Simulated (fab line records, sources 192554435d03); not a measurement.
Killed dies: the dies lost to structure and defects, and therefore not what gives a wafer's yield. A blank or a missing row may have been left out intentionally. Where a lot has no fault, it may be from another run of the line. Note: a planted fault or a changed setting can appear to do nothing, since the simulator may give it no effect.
fab line records -- flow n5_finfet
record lots=7, wafers=21
route steps=1938 shown BEOL_M6@1200 BEOL_M7@1268 BEOL_M8@1377
start_h: the number of hours between the record's first day and the start of the first shown wafer of the lot -- wait_h: hours from the lot's prior step to this one -- " the same as in the row above -- L1.1+2: one row covering several wafers at once -- - no value, or no start was given -- * or withheld: withheld -- < > ~ a bound
route shown NAME@n: NAME is a module with steps in the file, n the number in the route of the first one -- usual: mean/standard deviation of fault-free wafers -- same: alike in all rows -- chamber/n: place in a boat -- sites: each site's reading -- _std_site: standard deviation of those values -- _edge_site: outer sites' mean less inner sites' -- radius_mm: how far each site lies from the wafer's centre -- mask NAME#n: copy n -- behind: the most recent tool/chamber to have shaped the wafer -- hold: the reason the lot was held/the length of the hold in hours/how it ended -- device: the transistor (n, p or np) that didn't switch -- end of line: the same wafers' tests at the end of the route -- for a step that has no rows: nothing shown but its recipe -- killed: at the first sort, the dies lost to defects and structure; wafer yield is something else -- map: the dies of a wafer, with x for killed, . for not killed, _ for no die there
set.NAME: the setting the step ran with; set.NAME@STEP: the setting that earlier step ran with -- model.NAME: the simulator's own value behind a step, which no gauge read
lots whose settings were changed on purpose; a table a step, a row a wafer
## steps
# step N5_BEOL_M6_COAT_60
# recipe resist=SiARC, temp_c=220, time_s=60, spin_rpm=1500, resist_thk_nm=35
lot.wafer,tool,chamber,start_h,wait_h,set.spin_rpm,model.SiARC_of_BEOL_M6_COAT_60.thk_nm
L074.2+3,litho_track-05,0,-,-,1500,35
L074.5,litho_track-05,0,-,-,1500,35.2
L080.2+5,litho_track-04,0,-,-,1560,34.2
L080.6,litho_track-04,0,-,-,1500,35
L082.1+2+5,litho_track-04,0,-,-,1500,35
L084.1+3,litho_track-04,0,-,-,1500,35
L084.2,litho_track-04,0,-,-,1380,36.6
L087.1+3+6,litho_track-04,0,-,-,1500,35
L089.1,litho_track-04,0,-,-,1500,34.8
L089.4,litho_track-04,0,-,-,1607,33.8
L089.6,litho_track-04,0,-,-,1500,35
L092.1+4,litho_track-04,0,-,-,1500,35
L092.2,litho_track-04,0,-,-,1500,35.2
# step N5_BEOL_M6_COAT_05
# recipe resist=CAR-ArF, spin_rpm=1500, resist_thk_nm=90
# step N5_BEOL_M6_EBR_07
# recipe solvent=PGMEA, ebr_width_mm=1.5
# step N5_BEOL_M6_DESCUM_16
# recipe chemistry=O2, time_s=7.9, source_power_w=50, bias_power_w=20, pressure_mtorr=20, rf_frequency_hz=2.712e+07, temp_c=40, resist=CAR-ArF, o2_flow_sccm=225
# step N5_BEOL_M6_ETCH_61
# recipe chemistry=CF4, target=SiARC, target_depth_a=455, mask_material=CAR-ArF, time_s=75.8, ion_energy_ev=80, pressure_mtorr=40, source_w=545, bias_w=36, Ar_flow_sccm=100, cf4_flow_sccm=100, ends=cleared
lot.wafer,tool,chamber,start_h,wait_h,set.spin_rpm@BEOL_M6_COAT_60,model.etch.depth_nm,model.CAR-ArF_of_BEOL_M6_COAT_05.thk_nm
L074.2,rie_diel-05,3,190.51,0.0,1500,35.07,51
L074.3,rie_diel-05,0,190.51,0.0,1500,35.08,51.2
L074.5,rie_diel-05,0,190.51,0.0,1500,35.11,51
L080.2,rie_diel-05,1,214.35,0.0,1560,34.3,51.6
L080.5,rie_diel-05,3,214.35,0.0,1560,34.23,51.2
L080.6,rie_diel-05,0,214.35,0.0,1500,34.98,50.8
L082.1,rie_diel-01,1,238.05,0.0,1500,35.08,50.4
L082.2,rie_diel-01,0,238.05,0.0,1500,35.07,50.6
L082.5,rie_diel-01,1,238.05,0.0,1500,35,50.4
L084.1,rie_diel-05,1,241.22,0.0,1500,35.04,50.8
L084.2,rie_diel-05,3,241.22,0.0,1380,36.55,49
L084.3,rie_diel-05,2,241.22,0.0,1500,35.07,50.4
L087.1,rie_diel-03,2,271.75,0.0,1500,34.94,51.4
L087.3,rie_diel-03,1,271.75,0.0,1500,34.97,51
L087.6,rie_diel-03,0,271.75,0.0,1500,34.9,51.4
L089.1,rie_diel-03,2,290.16,0.0,1500,34.89,50.8
L089.4,rie_diel-03,3,290.16,0.0,1607,33.74,51.8
L089.6,rie_diel-03,2,290.16,0.0,1500,34.96,51
L092.1,rie_diel-03,0,308.86,0.0,1500,35.01,50.8
L092.2,rie_diel-03,1,308.86,0.0,1500,35.15,50.8
L092.4,rie_diel-03,2,308.86,0.0,1500,35,50.8
# step N5_BEOL_M6_ETCH_62
# recipe chemistry=N2/H2, target=SOC, target_depth_a=1100, overetch_a=220, mask_material=SiARC, temp_c=40, time_s=165, ion_energy_ev=200, pressure_mtorr=30, source_w=840, bias_w=150, n2_flow_sccm=200, h2_flow_sccm=200
# step N5_BEOL_M6_STRIP_68
# recipe chemistry=N2/H2, temp_c=40, n2_flow_sccm=200, h2_flow_sccm=200, rf_frequency_hz=6e+07
# step N5_BEOL_M6_STRIP_67
# recipe chemistry=CF4, resist=SiARC, power_w=300, bias_power_w=75, pressure_mtorr=50, cf4_flow_sccm=150, rf_frequency_hz=6e+07
# step N5_BEOL_M6_HM_OPEN_17
# recipe chemistry=Cl2/BCl3, target_depth_a=200, overetch_a=60, target=TiN, mask_material=SOC, ion_energy_ev=150, pressure_mtorr=10, icp_w=1000, bias_w=126, Cl2_flow_sccm=53.25, bcl3_flow_sccm=21.75, Ar_flow_sccm=25
lot.wafer,tool,chamber,start_h,wait_h,set.target_thk_a@BEOL_M6_HM_DEP_02,model.etch.depth_nm
L074.2,rie_metal-01,1,190.75,0.0,188.7,18.83
L074.3,rie_metal-01,0,190.75,0.0,200,20.24
L074.5,rie_metal-01,0,190.75,0.0,188.7,18.85
L080.2,rie_metal-02,0,214.62,0.1,200,19.58
L080.5,rie_metal-02,0,214.62,0.1,211.3,21.15
L080.6,rie_metal-02,0,214.62,0.1,211.3,20.86
L082.1,rie_metal-01,1,238.30,0.0,200,19.94
L082.2,rie_metal-01,0,238.30,0.0,200,20.33
L082.5,rie_metal-01,1,238.30,0.0,200,20.17
L084.1,rie_metal-01,0,241.46,0.0,188.9,19.19
L084.2,rie_metal-01,1,241.46,0.0,200,20.01
L084.3,rie_metal-01,0,241.46,0.0,188.9,19.35
L087.1,rie_metal-02,1,272.00,0.0,200,20.08
L087.3,rie_metal-02,1,272.00,0.0,200,20.07
L087.6,rie_metal-02,1,272.00,0.0,200,19.84
L089.1,rie_metal-02,0,290.40,0.0,191.7,19.6
L089.4,rie_metal-02,1,290.40,0.0,200,20.4
L089.6,rie_metal-02,0,290.40,0.0,200,20.14
L092.1,rie_metal-02,0,309.10,0.0,200,19.9
L092.2,rie_metal-02,1,309.10,0.0,190,19.13
L092.4,rie_metal-02,1,309.10,0.0,200,19.58
# step N5_BEOL_M6_STRIP_19
# recipe chemistry=O2, power_w=400, temp_c=40, pressure_mtorr=30, rf_frequency_hz=6e+07, bias_power_w=0, overash_fraction=0.2, o2_flow_sccm=225
# step N5_BEOL_M6_STRIP_76
# recipe chemistry=C4F6/O2, resist=SiARC, rf_frequency_hz=6e+07
# step N5_BEOL_M6_STRIP_36
# recipe chemistry=N2/H2, power_w=450, temp_c=40, pressure_mtorr=20, rf_frequency_hz=6e+07, overash_fraction=0.3, bias_power_w=7, h2_frac=0.5, n2_flow_sccm=200, h2_flow_sccm=200
# step N5_BEOL_M6_TRENCH_ETCH_37
# recipe chemistry=C4F6/O2, target_depth_a=944.35, target=SiCOH_lowk, time_s=31.5, ion_energy_ev=250, pressure_mtorr=30, source_w=345, bias_w=185, Ar_flow_sccm=300, C4F6_flow_sccm=10, O2_flow_sccm=10
lot.wafer,tool,chamber,start_h,wait_h,set.target_thk_a@BEOL_M6_HM_DEP_02,model.TiN_of_BEOL_M6_HM_DEP_02.thk_nm
L074.2+5,rie_diel-01,"0,2",-,-,188.7,16.2
L074.3,rie_diel-01,3,-,-,200,17.6
L080.2,rie_diel-05,1,-,-,200,17
L080.5,rie_diel-05,0,-,-,211.3,18.6
L080.6,rie_diel-05,3,-,-,211.3,18.2
L082.1+5,rie_diel-03,"0,1",-,-,200,17.4
L082.2,rie_diel-03,3,-,-,200,17.6
L084.1+3,rie_diel-05,3,-,-,188.9,16.6
L084.2,rie_diel-05,1,-,-,200,17.4
L087.1,rie_diel-05,0,-,-,200,17.6
L087.3,rie_diel-05,2,-,-,200,17.4
L087.6,rie_diel-05,2,-,-,200,17.2
L089.1,rie_diel-05,2,-,-,191.7,17
L089.4,rie_diel-05,0,-,-,200,17.8
L089.6,rie_diel-05,3,-,-,200,17.4
L092.1,rie_diel-03,3,-,-,200,17.2
L092.2,rie_diel-03,0,-,-,190,16.4
L092.4,rie_diel-03,2,-,-,200,17
# step N5_BEOL_M7_COAT_59
# recipe resist=SOC, temp_c=250, time_s=60, spin_rpm=1500, resist_thk_nm=100
lot.wafer,tool,chamber,start_h,wait_h,set.spin_rpm,model.SOC_of_BEOL_M7_COAT_59.thk_nm
L074.2,litho_track-04,0,199.35,0.1,1628,95.8
L074.3+5,litho_track-04,0,199.35,0.1,1500,100.2
L080.2,litho_track-01,0,221.58,0.1,1332,106.2
L080.5,litho_track-01,0,221.58,0.1,1332,106.4
L080.6,litho_track-01,0,221.58,0.1,1500,99.8
L082.1,litho_track-04,0,246.27,0.1,1500,100.2
L082.2,litho_track-04,0,246.27,0.1,1500,100
L082.5,litho_track-04,0,246.27,0.1,1500,99.8
L084.1,litho_track-04,0,250.03,0.1,1500,100.2
L084.2,litho_track-04,0,250.03,0.1,1500,100
L084.3,litho_track-04,0,250.03,0.1,1393,103.8
L087.1,litho_track-01,0,283.23,0.1,1500,100.2
L087.3+6,litho_track-01,0,283.23,0.1,1500,100.4
L089.1+4,litho_track-01,0,303.50,0.1,1500,100
L089.6,litho_track-01,0,303.50,0.1,1500,100.4
L092.1+2,litho_track-04,0,315.01,0.1,1561,97.8
L092.4,litho_track-04,0,315.01,0.1,1561,97.6
# step N5_BEOL_M7_COAT_05
# recipe resist=CAR-ArF, spin_rpm=1500, resist_thk_nm=90
lot.wafer,tool,chamber,start_h,wait_h,set.spin_rpm,model.CAR-ArF_of_BEOL_M7_COAT_05.thk_nm
L074.2+5,litho_track-04,0,-,-,1500,90
L074.3,litho_track-04,0,-,-,1587,87.2
L080.2,litho_track-01,0,-,-,1565,88.4
L080.5,litho_track-01,0,-,-,1565,88.6
L080.6,litho_track-01,0,-,-,1565,88.2
L082.1+5,litho_track-04,0,-,-,1500,89.8
L082.2,litho_track-04,0,-,-,1500,90
L084.1,litho_track-04,0,-,-,1349,95.4
L084.2+3,litho_track-04,0,-,-,1500,90.2
L087.1,litho_track-01,0,-,-,1500,90.6
L087.3,litho_track-01,0,-,-,1500,90.4
L087.6,litho_track-01,0,-,-,1500,90.2
L089.1,litho_track-01,0,-,-,1340,95.2
L089.4,litho_track-01,0,-,-,1500,90.2
L089.6,litho_track-01,0,-,-,1500,90
L092.1,litho_track-04,0,-,-,1500,90.4
L092.2,litho_track-04,0,-,-,1441,91.8
L092.4,litho_track-04,0,-,-,1500,90.2
# step N5_BEOL_M7_EBR_07
# recipe solvent=PGMEA, ebr_width_mm=1.5
# step N5_BEOL_M7_SOFTBAKE_06
# recipe temp_c=110, time_s=60, resist=CAR-ArF
# step N5_BEOL_M7_DESCUM_16
# recipe chemistry=O2, time_s=7.9, source_power_w=50, bias_power_w=20, pressure_mtorr=20, rf_frequency_hz=2.712e+07, temp_c=40, resist=CAR-ArF, o2_flow_sccm=225
lot.wafer,tool,chamber,start_h,wait_h,set.spin_rpm@BEOL_M7_COAT_05,model.CAR-ArF_of_BEOL_M7_COAT_05.thk_nm
L074.2+5,rie_diel-04,"2,1",199.85,0.1,1500,83.4
L074.3,rie_diel-04,1,199.85,0.1,1587,80.6
L080.2,rie_diel-06,3,222.04,0.2,1565,81.8
L080.5,rie_diel-06,2,222.04,0.2,1565,82
L080.6,rie_diel-06,3,222.04,0.2,1565,81.6
L082.1+2+5,rie_diel-02,"2,0,1",246.83,0.1,1500,83.2
L084.1,rie_diel-06,2,250.50,0.2,1349,88.6
L084.2+3,rie_diel-06,"1,0",250.50,0.2,1500,83.6
L087.1,rie_diel-06,1,283.69,0.0,1500,84
L087.3+6,rie_diel-06,0,283.69,0.0,1500,83.8
L089.1,rie_diel-06,1,303.84,0.0,1340,88.6
L089.4,rie_diel-06,3,303.84,0.0,1500,83.6
L089.6,rie_diel-06,1,303.84,0.0,1500,83.4
L092.1,rie_diel-04,3,315.47,0.2,1500,83.8
L092.2,rie_diel-04,2,315.47,0.2,1441,85.2
L092.4,rie_diel-04,0,315.47,0.2,1500,83.6
# step N5_BEOL_M7_ETCH_61
# recipe chemistry=CF4, target=SiARC, target_depth_a=455, mask_material=CAR-ArF, time_s=75.8, ion_energy_ev=80, pressure_mtorr=40, source_w=545, bias_w=36, Ar_flow_sccm=100, cf4_flow_sccm=100, ends=cleared
# step N5_BEOL_M7_ETCH_62
# recipe chemistry=N2/H2, target=SOC, target_depth_a=1100, overetch_a=220, mask_material=SiARC, temp_c=40, time_s=165, ion_energy_ev=200, pressure_mtorr=30, source_w=840, bias_w=150, n2_flow_sccm=200, h2_flow_sccm=200
lot.wafer,tool,chamber,start_h,wait_h,set.spin_rpm@BEOL_M7_COAT_59,model.etch.depth_nm
L074.2,rie_diel-04,2,199.94,0.0,1628,95.89
L074.3+5,rie_diel-04,1,199.94,0.0,1500,100.2
L080.2,rie_diel-06,3,222.14,0.0,1332,106.1
L080.5,rie_diel-06,2,222.14,0.0,1332,106.4
L080.6,rie_diel-06,3,222.14,0.0,1500,99.88
L082.1,rie_diel-02,2,246.92,0.0,1500,100.2
L082.2,rie_diel-02,0,246.92,0.0,1500,99.99
L082.5,rie_diel-02,1,246.92,0.0,1500,99.87
L084.1,rie_diel-06,2,250.59,0.0,1500,100.3
L084.2,rie_diel-06,1,250.59,0.0,1500,100.1
L084.3,rie_diel-06,0,250.59,0.0,1393,103.8
L087.1+3+6,rie_diel-06,"1,0,0",283.78,0.0,1500,100.3
L089.1,rie_diel-06,1,303.93,0.0,1500,99.98
L089.4,rie_diel-06,3,303.93,0.0,1500,100
L089.6,rie_diel-06,1,303.93,0.0,1500,100.3
L092.1,rie_diel-04,3,315.56,0.0,1561,97.78
L092.2,rie_diel-04,2,315.56,0.0,1561,97.77
L092.4,rie_diel-04,0,315.56,0.0,1561,97.61
# step N5_BEOL_M7_STRIP_68
# recipe chemistry=N2/H2, temp_c=40, n2_flow_sccm=200, h2_flow_sccm=200, rf_frequency_hz=6e+07
# step N5_BEOL_M7_STRIP_67
# recipe chemistry=CF4, resist=SiARC, power_w=300, bias_power_w=75, pressure_mtorr=50, cf4_flow_sccm=150, rf_frequency_hz=6e+07
# step N5_BEOL_M7_HM_OPEN_17
# recipe chemistry=Cl2/BCl3, target_depth_a=200, overetch_a=60, target=TiN, mask_material=SOC, ion_energy_ev=150, pressure_mtorr=10, icp_w=1000, bias_w=126, Cl2_flow_sccm=53.25, bcl3_flow_sccm=21.75, Ar_flow_sccm=25
lot.wafer,tool,chamber,start_h,wait_h,set.spin_rpm@BEOL_M7_COAT_59,model.SOC_of_BEOL_M7_COAT_59.thk_nm
L074.2,rie_metal-02,1,200.12,0.0,1628,87.8
L074.3+5,rie_metal-02,0,200.12,0.0,1500,92.6
L080.2,rie_metal-02,1,222.35,0.1,1332,97.8
L080.5,rie_metal-02,1,222.35,0.1,1332,98.2
L080.6,rie_metal-02,1,222.35,0.1,1500,91.6
L082.1,rie_metal-03,1,247.11,0.0,1500,92.4
L082.2,rie_metal-03,0,247.11,0.0,1500,91.6
L082.5,rie_metal-03,1,247.11,0.0,1500,92
L084.1,rie_metal-01,1,250.78,0.0,1500,91.6
L084.2,rie_metal-01,0,250.78,0.0,1500,92.2
L084.3,rie_metal-01,0,250.78,0.0,1393,95.8
L087.1,rie_metal-01,1,283.97,0.0,1500,91.6
L087.3+6,rie_metal-01,0,283.97,0.0,1500,92.4
L089.1+4,rie_metal-01,0,304.12,0.0,1500,92.2
L089.6,rie_metal-01,1,304.12,0.0,1500,91.6
L092.1,rie_metal-02,0,315.82,0.1,1561,89.8
L092.2,rie_metal-02,1,315.82,0.1,1561,89.4
L092.4,rie_metal-02,0,315.82,0.1,1561,89.6
# step N5_BEOL_M7_COAT_71
# recipe resist=underlayer, temp_c=205, time_s=60, spin_rpm=1500, resist_thk_nm=5
lot.wafer,tool,chamber,start_h,wait_h,set.spin_rpm
L074.2+3+5,litho_track-02,0,-,-,1500
L080.2+6,litho_track-02,0,-,-,1621
L080.5,litho_track-02,0,-,-,1500
L082.1+2+5,litho_track-02,0,-,-,1500
L084.1,litho_track-04,0,-,-,1500
L084.2+3,litho_track-04,0,-,-,1569
L087.1+3,litho_track-04,0,-,-,1614
L087.6,litho_track-04,0,-,-,1500
L089.1+6,litho_track-01,0,-,-,1500
L089.4,litho_track-01,0,-,-,1418
L092.1+2,litho_track-04,0,-,-,1500
L092.4,litho_track-04,0,-,-,1418
# step N5_BEOL_M7_COAT_22
# recipe resist=CAR-EUV, spin_rpm=1500, resist_thk_nm=30
# step N5_BEOL_M7_EBR_24
# recipe solvent=PGMEA, ebr_width_mm=1.5
# step N5_BEOL_M7_DESCUM_33
# recipe chemistry=O2, time_s=7, source_power_w=50, bias_power_w=20, pressure_mtorr=20, rf_frequency_hz=2.712e+07, temp_c=40, resist=CAR-EUV, o2_flow_sccm=225
# step N5_BEOL_M7_ETCH_72
# recipe chemistry=N2/H2, target=underlayer, target_depth_a=65, mask_material=CAR-EUV, time_s=5.2, ion_energy_ev=200, pressure_mtorr=30, source_w=840, bias_w=150, n2_flow_sccm=200, h2_flow_sccm=200, ends=cleared
lot.wafer,tool,chamber,start_h,wait_h,set.spin_rpm@BEOL_M7_COAT_71,model.etch.depth_nm
L074.2,rie_diel-04,1,200.92,0.0,1500,4.98
L074.3,rie_diel-04,3,200.92,0.0,1500,5
L074.5,rie_diel-04,2,200.92,0.0,1500,4.993
L080.2,rie_diel-04,3,224.50,0.0,1621,4.799
L080.5,rie_diel-04,1,224.50,0.0,1500,4.998
L080.6,rie_diel-04,0,224.50,0.0,1621,4.785
L082.1,rie_diel-06,2,250.04,0.0,1500,4.994
L082.2,rie_diel-06,1,250.04,0.0,1500,4.996
L082.5,rie_diel-06,0,250.04,0.0,1500,4.985
L084.1,rie_diel-04,1,252.13,0.0,1500,4.989
L084.2,rie_diel-04,2,252.13,0.0,1569,4.859
L084.3,rie_diel-04,0,252.13,0.0,1569,4.882
L087.1,rie_diel-06,3,285.04,0.0,1614,4.829
L087.3,rie_diel-06,0,285.04,0.0,1614,4.809
L087.6,rie_diel-06,1,285.04,0.0,1500,5.008
L089.1,rie_diel-06,3,306.47,0.0,1500,5.032
L089.4,rie_diel-06,1,306.47,0.0,1418,5.158
L089.6,rie_diel-06,2,306.47,0.0,1500,5.012
L092.1,rie_diel-02,0,318.98,0.0,1500,4.973
L092.2,rie_diel-02,2,318.98,0.0,1500,4.962
L092.4,rie_diel-02,3,318.98,0.0,1418,5.123
# step N5_BEOL_M8_TRENCH_ETCH_37
# recipe chemistry=C4F6/O2, target_depth_a=934.78, target=SiCOH_lowk, time_s=31.2, ion_energy_ev=250, pressure_mtorr=30, source_w=345, bias_w=185, Ar_flow_sccm=300, C4F6_flow_sccm=10, O2_flow_sccm=10
lot.wafer,tool,chamber,start_h,wait_h,set.time_s,model.etch.depth_nm,model.BEOL_M8.feature_depth_nm
L074.2,rie_diel-03,3,-,-,36.84,111.5,111.6
L074.3,rie_diel-03,2,-,-,31.2,95.81,95.8
L074.5,rie_diel-03,0,-,-,36.84,109.6,109.6
L080.2,rie_diel-03,2,-,-,31.2,95.11,95.2
L080.5,rie_diel-03,0,-,-,31.2,91.59,91.6
L080.6,rie_diel-03,3,-,-,28.07,85.19,85.2
L084.1,rie_diel-05,1,-,-,31.2,89.99,90
L084.2,rie_diel-05,2,-,-,31.2,93.8,93.8
L084.3,rie_diel-05,0,-,-,31.2,89.33,89.4
L082.1,rie_diel-01,0,-,-,31.2,91.4,91.4
L082.2,rie_diel-01,3,-,-,31.2,90.25,90.2
L082.5,rie_diel-01,1,-,-,31.2,91.75,91.8
L087.1,rie_diel-05,3,-,-,31.2,92.89,92.8
L087.3,rie_diel-05,0,-,-,34.88,98.71,98.8
L087.6,rie_diel-05,2,-,-,34.88,104.7,104.8
L089.1,rie_diel-01,1,-,-,31.2,90.84,90.8
L089.4,rie_diel-01,0,-,-,24.4,74.97,75
L089.6,rie_diel-01,3,-,-,24.4,70.32,70.4
L092.1,rie_diel-03,0,-,-,26.99,78.78,78.8
L092.2,rie_diel-03,3,-,-,26.99,80.64,80.6
L092.4,rie_diel-03,2,-,-,26.99,80.85,80.8
# step N5_BEOL_M8_ETCH_41
# recipe chemistry=CH3F/O2, target=SiCN, target_depth_a=319, taper_deg=2, time_s=57.8, ion_energy_ev=120, mask_material=TiN, pressure_mtorr=30, source_w=395, bias_w=75, Ar_flow_sccm=150, CH3F_flow_sccm=30, O2_flow_sccm=20
# step N5_BEOL_M8_STRIP_80
# recipe chemistry=N2/H2, time_s=10, power_w=450, temp_c=40, pressure_mtorr=20, rf_frequency_hz=6e+07, bias_power_w=7, n2_flow_sccm=200, h2_flow_sccm=200
# step N5_BEOL_M8_OCD_MEAS_38
# usual trench_depth_nm=92.2/2.2
lot.wafer,tool,chamber,start_h,wait_h,set.time_s@BEOL_M8_TRENCH_ETCH_37,trench_depth_nm
L074.2,ocd-02,-,212.12,-,36.84,111.3
L074.3,ocd-02,-,212.12,-,31.2,96.0
L074.5,ocd-02,-,212.12,-,36.84,109.4
L080.2,ocd-01,-,233.77,-,31.2,95.4
L080.5,ocd-01,-,233.77,-,31.2,91.5
L080.6,ocd-01,-,233.77,-,28.07,85.9
L084.1,ocd-01,-,258.84,-,31.2,90.2
L084.2,ocd-01,-,258.84,-,31.2,93.8
L084.3,ocd-01,-,258.84,-,31.2,89.2
L082.1,ocd-01,-,259.41,-,31.2,91.8
L082.2,ocd-01,-,259.41,-,31.2,89.8
L082.5,ocd-01,-,259.41,-,31.2,91.6
L087.1,ocd-02,-,297.67,-,31.2,93.4
L087.3,ocd-02,-,297.67,-,34.88,98.7
L087.6,ocd-02,-,297.67,-,34.88,104.8
L089.1,ocd-02,-,319.03,-,31.2,90.8
L089.4,ocd-02,-,319.03,-,24.4,75.4
L089.6,ocd-02,-,319.03,-,24.4,70.5
L092.1,ocd-02,-,330.08,-,26.99,78.6
L092.2,ocd-02,-,330.08,-,26.99,80.3
L092.4,ocd-02,-,330.08,-,26.99,80.7
## key
split step=N5_BEOL_M6_COAT_60, setting=spin_rpm, stated=1500, by=wafer
response step=N5_BEOL_M6_COAT_60, reading=model.SiARC_of_BEOL_M6_COAT_60.thk_nm, change=-0.182, per=1%, r=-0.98
response step=N5_BEOL_M6_ETCH_61, reading=model.etch.depth_nm, change=-0.178, per=1%, r=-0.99
response step=N5_BEOL_M6_ETCH_61, reading=model.CAR-ArF_of_BEOL_M6_COAT_05.thk_nm, change=+0.165, per=1%, r=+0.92
split step=N5_BEOL_M7_COAT_59, setting=spin_rpm, stated=1500, by=wafer
response step=N5_BEOL_M7_COAT_59, reading=model.SOC_of_BEOL_M7_COAT_59.thk_nm, change=-0.549, per=1%, r=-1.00
response step=N5_BEOL_M7_ETCH_62, reading=model.etch.depth_nm, change=-0.536, per=1%, r=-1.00
response step=N5_BEOL_M7_HM_OPEN_17, reading=model.SOC_of_BEOL_M7_COAT_59.thk_nm, change=-0.564, per=1%, r=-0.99
split step=N5_BEOL_M7_COAT_05, setting=spin_rpm, stated=1500, by=wafer
response step=N5_BEOL_M7_COAT_05, reading=model.CAR-ArF_of_BEOL_M7_COAT_05.thk_nm, change=-0.488, per=1%, r=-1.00
response step=N5_BEOL_M7_DESCUM_16, reading=model.CAR-ArF_of_BEOL_M7_COAT_05.thk_nm, change=-0.48, per=1%, r=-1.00
split step=N5_BEOL_M7_COAT_71, setting=spin_rpm, stated=1500, by=wafer
response step=N5_BEOL_M7_ETCH_72, reading=model.etch.depth_nm, change=-0.0257, per=1%, r=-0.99
split step=N5_BEOL_M8_TRENCH_ETCH_37, setting=time_s, stated=31.2, by=wafer
response step=N5_BEOL_M8_TRENCH_ETCH_37, reading=model.etch.depth_nm, change=+0.815, per=1%, r=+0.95
response step=N5_BEOL_M8_TRENCH_ETCH_37, reading=model.BEOL_M8.feature_depth_nm, change=+0.817, per=1%, r=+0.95
response step=N5_BEOL_M8_OCD_MEAS_38, reading=trench_depth_nm, change=+0.787, per=1%, r=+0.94
split outside_this_file step=N5_BEOL_M6_HM_DEP_02 setting=target_thk_a
# split outside_this_file: this setting was split too, and the file shows its column; the key of that split is in another file
